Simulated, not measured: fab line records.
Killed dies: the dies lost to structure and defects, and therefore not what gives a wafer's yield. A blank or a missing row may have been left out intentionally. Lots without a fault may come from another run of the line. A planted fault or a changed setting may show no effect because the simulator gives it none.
fab line records + flow n5_finfet
record
- lots=6
- wafers=17
- last_day=17
route steps=1938 shown BEOL_M6@1224
lots with no fault: from the same line, run without faults
start_h: start of the lot's first displayed wafer, in hours after the record's first day + wait_h: time in hours since the lot's previous step + " same as the row above + L1.1+2: one row covering several wafers at once + - no value, or no start given + * or withheld: withheld + < > ~ a bound
route shown NAME@n: NAME is a module with steps in the file, n the number in the route of the first one + usual: average and standard deviation across the fault-free wafers + same: alike in all rows + chamber/n: place in a boat + sites: readings site by site + _std_site: standard deviation across them + _edge_site: the outer-site mean with the inner-site mean subtracted + radius_mm: for every site, how far away it sits from the centre of the wafer + mask NAME#n: copy n + behind: the tool/chamber that last shaped the wafer + hold: why the lot was held/for how many hours/how that ended + device: transistor that didn't switch, given as n, p or np + end of line: the tests these same wafers got at the end of their route + a step without rows: its recipe alone + killed: dies that structure and defects cost at the first sort, which is not the same as the wafer's yield + map: the dies of a wafer, with x for killed, . for not killed, _ for no die there
set.NAME: setting as actually run; set.NAME@STEP: the setting as run at that earlier step + model.NAME: the simulator's own value behind a step, which no gauge read
certain route steps with their lots: each step a table, each wafer a row
services: when a tool's chamber went out of use (start_h, in hours from the record's first day, below 0 if earlier), for how many hours, and the reason
## steps
# step N5_BEOL_M6_EXPOSE_25
# recipe
- mask_id=V5
- na=0.33
- source_shape=annular
- sigma_inner=0.4
- sigma_outer=0.8
- polarization=unpolarized
- target_cd_nm=40
- dose_mj=45
# step N5_BEOL_M6_PEB_26
# recipe
- peb_temp_c=100
- peb_time_s=60
- resist=CAR-EUV
# step N5_BEOL_M6_DEVELOP_27
# recipe
- develop_time_s=30
- developer=TMAH
- resist=CAR-EUV
- rinse_liquid=surfactant_rinse
- dry=air_spin
- dev_temp_c=23
# step N5_BEOL_M6_CD_MEAS_28
# recipe
- target_cd_nm=40
- landing_energy_ev=500
- detector=se_inlens
# usual
- cd_nm=40.03/0.21
| lot.wafer | tool      | chamber | start_h | wait_h | cd_nm |
|-----------|-----------|---------|---------|--------|-------|
| L833.1    | cd_sem-01 | 0       | 202.41  | -      | 39.90 |
| L833.3    | "         | 0       | "       | "      | 40.34 |
| L833.4    | "         | 0       | "       | "      | 40.44 |
| L836.2    | cd_sem-02 | 0       | 211.65  | -      | 40.04 |
| L836.4    | "         | 0       | "       | "      | 39.85 |
| L836.5    | "         | 0       | "       | "      | 39.98 |
| L843.2    | cd_sem-03 | 0       | 246.44  | -      | 40.02 |
| L843.4    | "         | 0       | "       | "      | 40.11 |
| L843.6    | "         | 0       | "       | "      | 39.82 |
| L844.1    | cd_sem-01 | 0       | 279.47  | -      | 39.80 |
| L844.2    | "         | 0       | "       | "      | 40.11 |
| L844.6    | "         | 0       | "       | "      | 39.99 |
| L848.2    | cd_sem-02 | 0       | 286.58  | -      | 40.00 |
| L848.5    | "         | 0       | "       | "      | 39.74 |
| L848.6    | "         | 0       | "       | "      | 40.13 |
| L850.3    | cd_sem-01 | 0       | 298.68  | -      | 39.86 |
| L850.5    | "         | 0       | "       | "      | 39.92 |
# step N5_BEOL_M6_OVL_MEAS_29
# recipe
- points_per_wafer=522
# usual
- V5_OVL=-0.1/0.62
| lot.wafer | tool       | chamber | start_h | wait_h | V5_OVL[nm] |
|-----------|------------|---------|---------|--------|------------|
| L833.1    | overlay-01 | 0       | 202.44  | 0.0    | -0.2       |
| L833.3    | "          | 0       | "       | "      | 0.9        |
| L833.4    | "          | 0       | "       | "      | 0.3        |
| L836.2    | overlay-02 | 0       | 211.69  | 0.0    | -0.1       |
| L836.4    | "          | 0       | "       | "      | -0.8       |
| L836.5    | "          | 0       | "       | "      | -0.3       |
| L843.2    | overlay-01 | 0       | 246.47  | 0.0    | 1.7        |
| L843.4    | "          | 0       | "       | "      | 0.9        |
| L843.6    | "          | 0       | "       | "      | 0.8        |
| L844.1    | overlay-02 | 0       | 279.50  | 0.0    | 0.2        |
| L844.2    | "          | 0       | "       | "      | -0.5       |
| L844.6    | "          | 0       | "       | "      | 0.1        |
| L848.2    | overlay-02 | 0       | 286.62  | 0.0    | 0.0        |
| L848.5    | "          | 0       | "       | "      | -0.7       |
| L848.6    | "          | 0       | "       | "      | -1.2       |
| L850.3    | overlay-01 | 0       | 298.73  | 0.0    | 0.1        |
| L850.5    | "          | 0       | "       | "      | -0.1       |
# step N5_BEOL_M6_INSPECT_30
# recipe
- mode=adi
- inspect_instrument=brightfield
# usual
- raw_defect_count=444/110
| lot.wafer | tool              | chamber | start_h | wait_h | raw_defect_count |
|-----------|-------------------|---------|---------|--------|------------------|
| L833.1    | defect_inspect-01 | -       | 202.50  | 0.1    | 297              |
| L833.3    | "                 | -       | "       | "      | 507              |
| L833.4    | "                 | -       | "       | "      | 352              |
| L836.2    | defect_inspect-02 | -       | 211.74  | 0.0    | 390              |
| L836.4    | "                 | -       | "       | "      | 545              |
| L836.5    | "                 | -       | "       | "      | 475              |
| L843.2    | defect_inspect-01 | -       | 246.52  | 0.0    | 458              |
| L843.4    | "                 | -       | "       | "      | 380              |
| L843.6    | "                 | -       | "       | "      | 588              |
| L844.1    | defect_inspect-01 | -       | 279.56  | 0.1    | 625              |
| L844.2    | "                 | -       | "       | "      | 608              |
| L844.6    | "                 | -       | "       | "      | 380              |
| L848.2    | defect_inspect-02 | -       | 286.67  | 0.0    | 462              |
| L848.5    | "                 | -       | "       | "      | 582              |
| L848.6    | "                 | -       | "       | "      | 543              |
| L850.3    | defect_inspect-02 | -       | 298.78  | 0.0    | 632              |
| L850.5    | "                 | -       | "       | "      | 446              |
# step N5_BEOL_M6_DESCUM_33
# recipe
- chemistry=O2
- time_s=7
- source_power_w=50
- bias_power_w=20
- pressure_mtorr=20
- rf_frequency_hz=2.712e+07
- temp_c=40
- resist=CAR-EUV
- o2_flow_sccm=225
# usual
- drypump_motor_current_A=5.8/0.59
- oes_product_au=0.78/0.091
- rf_vpp_V=242.8/1.4
- showerhead_plenum_p_Torr=2.07/0.074
- throttle_valve_pct=20.45/0.23
| lot.wafer | tool        | chamber | start_h | wait_h | drypump_motor_current_A | oes_product_au | rf_hours_counter_h | rf_vpp_V | showerhead_plenum_p_Torr | throttle_valve_pct |
|-----------|-------------|---------|---------|--------|-------------------------|----------------|--------------------|----------|--------------------------|--------------------|
| L833.1    | rie_diel-05 | 0       | 202.54  | 0.0    | 5.3                     | 0.66           | 233                | 244.3    | 2.16                     | 20.57              |
| L833.3    | "           | 1       | "       | "      | 6.0                     | 0.82           | 75                 | 242.7    | 2.05                     | 20.59              |
| L833.4    | "           | 3       | "       | "      | 6.7                     | 0.71           | 213                | 242.1    | 1.97                     | 20.58              |
| L836.2    | rie_diel-05 | 1       | 211.81  | 0.1    | 6.0                     | 0.81           | 77                 | 241.3    | 2.05                     | 20.61              |
| L836.4    | "           | 2       | "       | "      | 5.6                     | 0.77           | 148                | 243.3    | 2.10                     | 20.46              |
| L836.5    | "           | 1       | "       | "      | 5.9                     | 0.82           | -                  | 242.0    | 2.05                     | 20.60              |
| L843.2    | rie_diel-06 | 0       | 246.63  | 0.1    | 6.4                     | 0.72           | 182                | 240.9    | 2.01                     | 20.70              |
| L843.4    | "           | 3       | "       | "      | 4.8                     | 0.73           | -                  | 242.0    | 2.00                     | 20.32              |
| L843.6    | "           | 1       | "       | "      | 5.8                     | 0.94           | -                  | 243.2    | 2.15                     | 20.18              |
| L844.1    | rie_diel-01 | 2       | 279.66  | 0.1    | 6.7                     | 0.73           | 207                | 244.2    | 2.09                     | 20.51              |
| L844.2    | "           | 0       | "       | "      | 6.2                     | 0.89           | 41                 | 245.4    | 2.22                     | 19.98              |
| L844.6    | "           | 2       | "       | "      | 6.7                     | 0.73           | -                  | 242.9    | 2.09                     | 20.52              |
| L848.2    | rie_diel-06 | 2       | 288.09  | 1.4    | 5.3                     | 0.79           | 103                | 242.1    | 2.01                     | 20.09              |
| L848.5    | "           | 0       | "       | "      | 6.4                     | 0.70           | -                  | 240.9    | 2.00                     | 20.74              |
| L848.6    | "           | 3       | "       | "      | 4.8                     | 0.73           | -                  | 242.4    | 1.99                     | 20.34              |
| L850.3    | rie_diel-06 | 1       | 298.81  | 0.0    | 5.8                     | 0.89           | 32                 | 243.8    | 2.14                     | 20.20              |
| L850.5    | "           | 3       | "       | "      | 4.8                     | 0.73           | -                  | 244.0    | 1.99                     | 20.33              |
# step N5_BEOL_M6_ETCH_72
# recipe
- chemistry=N2/H2
- target=underlayer
- target_depth_a=65
- mask_material=CAR-EUV
- time_s=5.2
- ion_energy_ev=200
- pressure_mtorr=30
- source_w=840
- bias_w=150
- n2_flow_sccm=200
- h2_flow_sccm=200
- ends=cleared
# usual
- bias_w=150.0/0.45
- drypump_motor_current_A=5.8/0.59
- etch_rf_on_time_s=5.22/0.13
- oes_product_au=0.66/0.076
- rf_vpp_V=523.1/2.7
- showerhead_plenum_p_Torr=2.52/0.088
- throttle_valve_pct=17.90/0.2
| lot.wafer | tool        | chamber | start_h | wait_h | bias_w | drypump_motor_current_A | etch_rf_on_time_s | oes_product_au | rf_hours_counter_h | rf_vpp_V | showerhead_plenum_p_Torr | throttle_valve_pct |
|-----------|-------------|---------|---------|--------|--------|-------------------------|-------------------|----------------|--------------------|----------|--------------------------|--------------------|
| L833.1    | rie_diel-05 | 0       | 202.57  | 0.0    | 149.7  | 5.3                     | 5.43              | 0.56           | 233                | 526.6    | 2.63                     | 18.03              |
| L833.3    | "           | 1       | "       | "      | 149.4  | 5.9                     | 5.09              | 0.70           | 75                 | 524.0    | 2.48                     | 18.06              |
| L833.4    | "           | 3       | "       | "      | 149.6  | 6.7                     | 5.28              | 0.60           | 213                | 520.3    | 2.41                     | 18.08              |
| L836.2    | rie_diel-05 | 1       | 211.85  | 0.0    | 150.0  | 5.9                     | 5.03              | 0.72           | 77                 | 521.5    | 2.48                     | 18.05              |
| L836.4    | "           | 2       | "       | "      | 149.5  | 5.6                     | 5.19              | 0.65           | 148                | 524.1    | 2.53                     | 17.75              |
| L836.5    | "           | 1       | "       | "      | 149.3  | 6.0                     | 5.05              | 0.71           | -                  | 519.6    | 2.48                     | 18.05              |
| L843.2    | rie_diel-06 | 0       | 246.67  | 0.0    | 150.3  | 6.4                     | 5.40              | 0.60           | 182                | 522.3    | 2.43                     | 18.02              |
| L843.4    | "           | 3       | "       | "      | 149.5  | 4.8                     | 5.12              | 0.65           | -                  | 520.5    | 2.45                     | 17.94              |
| L843.6    | "           | 1       | "       | "      | 150.0  | 5.8                     | 5.44              | 0.76           | -                  | 526.0    | 2.61                     | 17.62              |
| L844.1    | rie_diel-01 | 2       | 279.69  | 0.0    | 150.0  | 6.7                     | 5.33              | 0.61           | 207                | 522.3    | 2.53                     | 17.86              |
| L844.2    | "           | 0       | "       | "      | 150.5  | 6.2                     | 5.14              | 0.75           | 41                 | 530.3    | 2.71                     | 17.64              |
| L844.6    | "           | 2       | "       | "      | 149.9  | 6.7                     | 5.27              | 0.62           | -                  | 522.7    | 2.53                     | 17.87              |
| L848.2    | rie_diel-06 | 2       | 288.13  | 0.0    | 150.4  | 5.3                     | 5.28              | 0.69           | 103                | 524.0    | 2.46                     | 17.65              |
| L848.5    | "           | 0       | "       | "      | 150.6  | 6.5                     | 5.38              | 0.60           | -                  | 521.1    | 2.42                     | 18.07              |
| L848.6    | "           | 3       | "       | "      | 149.5  | 4.8                     | 5.04              | 0.64           | -                  | 522.2    | 2.44                     | 17.95              |
| L850.3    | rie_diel-06 | 1       | 298.84  | 0.0    | 149.9  | 5.8                     | 5.34              | 0.74           | 32                 | 525.2    | 2.60                     | 17.68              |
| L850.5    | "           | 3       | "       | "      | 150.3  | 4.8                     | 5.14              | 0.63           | -                  | 520.5    | 2.44                     | 17.97              |
# step N5_BEOL_M6_ETCH_65
# recipe
- chemistry=CF4
- target=SiARC
- target_depth_a=156
- mask_material=CAR-EUV
- time_s=26
- ion_energy_ev=80
- pressure_mtorr=40
- source_w=545
- bias_w=36
- Ar_flow_sccm=100
- cf4_flow_sccm=100
- ends=cleared
# usual
- bias_w=35.99/0.1
- cf4_flow_sccm=100.03/0.3
- drypump_motor_current_A=5.8/0.58
- etch_rf_on_time_s=26.0/0.66
- oes_product_au=0.66/0.075
- rf_vpp_V=183.6/1.2
- showerhead_plenum_p_Torr=2.11/0.067
- throttle_valve_pct=15.60/0.24
| lot.wafer | tool        | chamber | start_h | wait_h | bias_w | cf4_flow_sccm | drypump_motor_current_A | etch_rf_on_time_s | oes_product_au | rf_hours_counter_h | rf_vpp_V | showerhead_plenum_p_Torr | throttle_valve_pct |
|-----------|-------------|---------|---------|--------|--------|---------------|-------------------------|-------------------|----------------|--------------------|----------|--------------------------|--------------------|
| L833.1    | rie_diel-05 | 0       | 202.59  | 0.0    | 36.18  | 99.92         | 5.3                     | 27.3              | 0.56           | 233                | 184.1    | 2.19                     | 15.74              |
| L833.3    | "           | 1       | "       | "      | 35.99  | 100.25        | 6.0                     | 25.1              | 0.72           | 75                 | 182.8    | 2.08                     | 15.61              |
| L833.4    | "           | 3       | "       | "      | 35.80  | 100.15        | 6.7                     | 26.6              | 0.61           | 213                | 182.5    | 2.04                     | 15.81              |
| L836.2    | rie_diel-05 | 1       | 211.86  | 0.0    | 36.04  | 100.01        | 5.9                     | 25.3              | 0.72           | 77                 | 184.5    | 2.08                     | 15.63              |
| L836.4    | "           | 2       | "       | "      | 36.04  | 99.83         | 5.6                     | 26.5              | 0.64           | 148                | 183.2    | 2.15                     | 15.62              |
| L836.5    | "           | 1       | "       | "      | 36.09  | 99.89         | 5.9                     | 25.5              | 0.71           | -                  | 182.7    | 2.08                     | 15.62              |
| L843.2    | rie_diel-06 | 0       | 246.69  | 0.0    | 36.11  | 100.69        | 6.4                     | 26.3              | 0.61           | 182                | 182.5    | 2.05                     | 15.84              |
| L843.4    | "           | 3       | "       | "      | 36.10  | 100.37        | 4.8                     | 25.3              | 0.64           | -                  | 183.5    | 2.05                     | 15.53              |
| L843.6    | "           | 1       | "       | "      | 36.13  | 99.90         | 5.8                     | 26.6              | 0.77           | -                  | 184.5    | 2.18                     | 15.23              |
| L844.1    | rie_diel-01 | 2       | 279.71  | 0.0    | 35.94  | 99.85         | 6.7                     | 26.1              | 0.63           | 207                | 183.5    | 2.13                     | 15.66              |
| L844.2    | "           | 0       | "       | "      | 36.12  | 99.50         | 6.2                     | 25.6              | 0.76           | 41                 | 186.5    | 2.26                     | 15.12              |
| L844.6    | "           | 2       | "       | "      | 35.90  | 99.69         | 6.7                     | 26.4              | 0.62           | -                  | 182.8    | 2.13                     | 15.65              |
| L848.2    | rie_diel-06 | 2       | 288.14  | 0.0    | 35.94  | 99.68         | 5.3                     | 26.4              | 0.67           | 103                | 183.7    | 2.07                     | 15.34              |
| L848.5    | "           | 0       | "       | "      | 36.04  | 100.39        | 6.3                     | 26.4              | 0.60           | -                  | 184.0    | 2.04                     | 15.88              |
| L848.6    | "           | 3       | "       | "      | 35.96  | 100.01        | 4.8                     | 25.3              | 0.64           | -                  | 182.2    | 2.04                     | 15.57              |
| L850.3    | rie_diel-06 | 1       | 298.86  | 0.0    | 35.95  | 100.21        | 5.8                     | 26.4              | 0.74           | 32                 | 183.9    | 2.17                     | 15.25              |
| L850.5    | "           | 3       | "       | "      | 36.01  | 100.23        | 4.8                     | 25.5              | 0.63           | -                  | 183.0    | 2.04                     | 15.58              |
# step N5_BEOL_M6_ETCH_66
# recipe
- chemistry=N2/H2
- target=SOC
- target_depth_a=800
- overetch_a=160
- mask_material=SiARC
- temp_c=40
- time_s=120
- ion_energy_ev=200
- pressure_mtorr=30
- source_w=840
- bias_w=150
- n2_flow_sccm=200
- h2_flow_sccm=200
# usual
- bias_w=150.0/0.41
- drypump_motor_current_A=5.8/0.59
- oes_product_au=0.60/0.062
- rf_vpp_V=523.2/2.5
- showerhead_plenum_p_Torr=2.52/0.088
- throttle_valve_pct=17.86/0.2
| lot.wafer | tool        | chamber | start_h | wait_h | bias_w | drypump_motor_current_A | oes_product_au | rf_hours_counter_h | rf_vpp_V | showerhead_plenum_p_Torr | throttle_valve_pct |
|-----------|-------------|---------|---------|--------|--------|-------------------------|----------------|--------------------|----------|--------------------------|--------------------|
| L833.1    | rie_diel-05 | 0       | 202.62  | 0.0    | 150.2  | 5.3                     | 0.52           | 233                | 527.7    | 2.63                     | 18.02              |
| L833.3    | "           | 1       | "       | "      | 150.4  | 6.0                     | 0.63           | 75                 | 521.1    | 2.48                     | 18.00              |
| L833.4    | "           | 3       | "       | "      | 149.7  | 6.7                     | 0.55           | 213                | 520.0    | 2.41                     | 18.05              |
| L836.2    | rie_diel-05 | 1       | 211.89  | 0.0    | 149.9  | 6.0                     | 0.63           | 77                 | 522.0    | 2.48                     | 18.02              |
| L836.4    | "           | 2       | "       | "      | 149.5  | 5.6                     | 0.59           | 148                | 525.7    | 2.53                     | 17.72              |
| L836.5    | "           | 1       | "       | "      | 149.6  | 6.0                     | 0.63           | -                  | 522.0    | 2.48                     | 18.00              |
| L843.2    | rie_diel-06 | 0       | 246.71  | 0.0    | 149.7  | 6.4                     | 0.55           | 182                | 520.9    | 2.43                     | 18.01              |
| L843.4    | "           | 3       | "       | "      | 149.9  | 4.8                     | 0.57           | -                  | 521.0    | 2.45                     | 17.89              |
| L843.6    | "           | 1       | "       | "      | 149.7  | 5.8                     | 0.71           | -                  | 525.2    | 2.61                     | 17.59              |
| L844.1    | rie_diel-01 | 2       | 279.74  | 0.0    | 150.4  | 6.7                     | 0.56           | 207                | 523.3    | 2.53                     | 17.84              |
| L844.2    | "           | 0       | "       | "      | 150.2  | 6.2                     | 0.68           | 41                 | 527.6    | 2.71                     | 17.57              |
| L844.6    | "           | 2       | "       | "      | 149.9  | 6.7                     | 0.56           | -                  | 522.6    | 2.53                     | 17.85              |
| L848.2    | rie_diel-06 | 2       | 288.17  | 0.0    | 149.9  | 5.3                     | 0.61           | 103                | 522.5    | 2.46                     | 17.63              |
| L848.5    | "           | 0       | "       | "      | 150.5  | 6.4                     | 0.54           | -                  | 522.0    | 2.42                     | 18.03              |
| L848.6    | "           | 3       | "       | "      | 149.6  | 4.8                     | 0.56           | -                  | 520.0    | 2.44                     | 17.92              |
| L850.3    | rie_diel-06 | 1       | 298.89  | 0.0    | 150.1  | 5.8                     | 0.67           | 32                 | 526.2    | 2.60                     | 17.63              |
| L850.5    | "           | 3       | "       | "      | 150.2  | 4.8                     | 0.56           | -                  | 520.7    | 2.44                     | 17.92              |
# step N5_BEOL_M6_STRIP_69
# recipe
- chemistry=N2/H2
- temp_c=40
- n2_flow_sccm=200
- h2_flow_sccm=200
- rf_frequency_hz=6e+07
# step N5_BEOL_M6_STRIP_73
# recipe
- chemistry=N2/H2
- temp_c=40
- n2_flow_sccm=200
- h2_flow_sccm=200
- rf_frequency_hz=6e+07
# step N5_BEOL_M6_VIA_ETCH_34
# recipe
- chemistry=C4F6/O2
- target=SiCOH_lowk
- target_depth_a=1263
- mask_material=SOC
- taper_deg=4
- time_s=50.9
- ion_energy_ev=250
- pressure_mtorr=30
- source_w=345
- bias_w=185
- Ar_flow_sccm=300
- C4F6_flow_sccm=10
- O2_flow_sccm=10
# usual
- bias_w=185.1/0.56
- drypump_motor_current_A=5.8/0.58
- oes_product_au=0.78/0.09
- rf_vpp_V=661/11
- showerhead_plenum_p_Torr=2.81/0.089
- throttle_valve_pct=20.84/0.23
| lot.wafer | tool        | chamber | start_h | wait_h | bias_w | drypump_motor_current_A | oes_product_au | rf_hours_counter_h | rf_vpp_V | showerhead_plenum_p_Torr | throttle_valve_pct | model.etch.depth_nm | model.SOC_of_BEOL_M6_COAT_63.thk_nm | model.BEOL_M6.cd_nm |
|-----------|-------------|---------|---------|--------|--------|-------------------------|----------------|--------------------|----------|--------------------------|--------------------|---------------------|-------------------------------------|---------------------|
| L833.1    | rie_diel-05 | 0       | 202.72  | 0.0    | 185.3  | 5.3                     | 0.66           | 233                | 676      | 2.90                     | 20.82              | 120.4               | 54                                  | 39.6                |
| L833.3    | "           | 1       | "       | "      | 185.4  | 6.0                     | 0.83           | 75                 | 661      | 2.77                     | 20.96              | 129.8               | 53.6                                | 40                  |
| L833.4    | "           | 3       | "       | "      | 185.2  | 6.7                     | 0.72           | 213                | 646      | 2.70                     | 21.08              | 124.2               | 54                                  | 40                  |
| L836.2    | rie_diel-05 | 1       | 211.99  | 0.0    | 185.4  | 5.9                     | 0.83           | 77                 | 662      | 2.77                     | 20.97              | 127.9               | 53.8                                | 40                  |
| L836.4    | "           | 2       | "       | "      | 184.4  | 5.6                     | 0.77           | 148                | 663      | 2.86                     | 20.98              | 125.7               | 54                                  | 40.2                |
| L836.5    | "           | 1       | "       | "      | 185.8  | 5.9                     | 0.82           | -                  | 660      | 2.77                     | 20.96              | 126.5               | 54                                  | 40                  |
| L843.2    | rie_diel-06 | 0       | 246.81  | 0.0    | 184.7  | 6.4                     | 0.71           | 182                | 642      | 2.72                     | 21.07              | 121.8               | 54                                  | 39.6                |
| L843.4    | "           | 3       | "       | "      | 185.1  | 4.8                     | 0.74           | -                  | 649      | 2.73                     | 20.84              | 126.1               | 54                                  | 40.2                |
| L843.6    | "           | 1       | "       | "      | 184.9  | 5.8                     | 0.91           | -                  | 663      | 2.89                     | 20.48              | 124.1               | 53.8                                | 40.2                |
| L844.1    | rie_diel-01 | 2       | 279.84  | 0.0    | 184.4  | 6.7                     | 0.72           | 207                | 668      | 2.81                     | 20.81              | 123.9               | 53.8                                | 39.4                |
| L844.2    | "           | 0       | "       | "      | 184.0  | 6.2                     | 0.88           | 41                 | 663      | 3.01                     | 20.48              | 126.4               | 54                                  | 40.2                |
| L844.6    | "           | 2       | "       | "      | 185.1  | 6.7                     | 0.73           | -                  | 668      | 2.81                     | 20.80              | 125.3               | 53.8                                | 39.6                |
| L848.2    | rie_diel-06 | 2       | 288.27  | 0.0    | 185.6  | 5.3                     | 0.80           | 103                | 673      | 2.74                     | 20.56              | 125.8               | 54.4                                | 39.6                |
| L848.5    | "           | 0       | "       | "      | 185.2  | 6.4                     | 0.89           | -                  | 642      | 2.71                     | 21.16              | 176.3               | 51.8                                | 40.2                |
| L848.6    | "           | 3       | "       | "      | 184.4  | 4.8                     | 0.94           | -                  | 648      | 2.72                     | 20.90              | 182.4               | 51.6                                | 41                  |
| L850.3    | rie_diel-06 | 1       | 298.99  | 0.0    | 184.6  | 5.8                     | 0.88           | 33                 | 660      | 2.88                     | 20.50              | 124.5               | 53.8                                | 40.4                |
| L850.5    | "           | 3       | "       | "      | 184.6  | 4.8                     | 0.92           | -                  | 648      | 2.72                     | 20.91              | 178.7               | 51                                  | 41.4                |
# step N5_BEOL_M6_STRIP_76
# recipe
- chemistry=C4F6/O2
- resist=SiARC
- rf_frequency_hz=6e+07
## services
| tool        | chamber | start_h | hours | kind                          |
|-------------|---------|---------|-------|-------------------------------|
| rie_diel-01 | 3       | 183.44  | 7.2   | repair                        |
| rie_diel-01 | 3       | 190.78  | -     | clean                         |
| rie_diel-01 | 3       | 190.78  | -     | consumable_replace:esc        |
| rie_diel-01 | 3       | 190.78  | -     | consumable_replace:focus_ring |
| rie_diel-01 | 3       | 190.78  | 31.4  | scheduled_down                |
| rie_diel-01 | 3       | 190.78  | 31.4  | vent_cycle                    |
| rie_diel-06 | 1       | 199.25  | 14.5  | repair                        |
| rie_diel-06 | -       | 209.18  | 0.3   | repair                        |
| rie_diel-06 | -       | 210.01  | 4.8   | repair                        |
| rie_diel-06 | 1       | 216.20  | 8.8   | repair                        |
| rie_diel-06 | 2       | 216.94  | 4.0   | repair                        |
| rie_diel-06 | 0       | 227.20  | 14.4  | repair                        |
| rie_diel-05 | -       | 236.83  | 0.2   | repair                        |
| rie_diel-06 | 2       | 241.76  | 6.5   | repair                        |
| rie_diel-01 | 1       | 255.42  | 3.4   | repair                        |
| rie_diel-05 | 0       | 265.60  | -     | clean                         |
| rie_diel-05 | 0       | 265.60  | -     | consumable_replace:focus_ring |
| rie_diel-05 | 0       | 265.60  | 22.7  | scheduled_down                |
| rie_diel-05 | 0       | 265.60  | 22.7  | vent_cycle                    |
| rie_diel-01 | 2       | 270.68  | 4.7   | repair                        |
| rie_diel-05 | -       | 273.86  | 14.6  | pm                            |
## key
first_sign none at tools or gauges
model_effect
- step=N5_BEOL_M6_VIA_ETCH_34
- value=etch.depth_nm
- without=125
- struck=179.1
met_at N5_BEOL_M6_VIA_ETCH_34
struck_wafers L848.5,L848.6,L850.5
onset_between 246.81 288.27
fault
- kind=process_parameter_drift
- tool=rie_diel-06
- chamber=-
- onset_h=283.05
- steps=N5_BEOL_M6_VIA_ETCH_34
- channel=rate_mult
- offset=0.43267
- shape=step
- end_h=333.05
- scope=struck_wafers_only
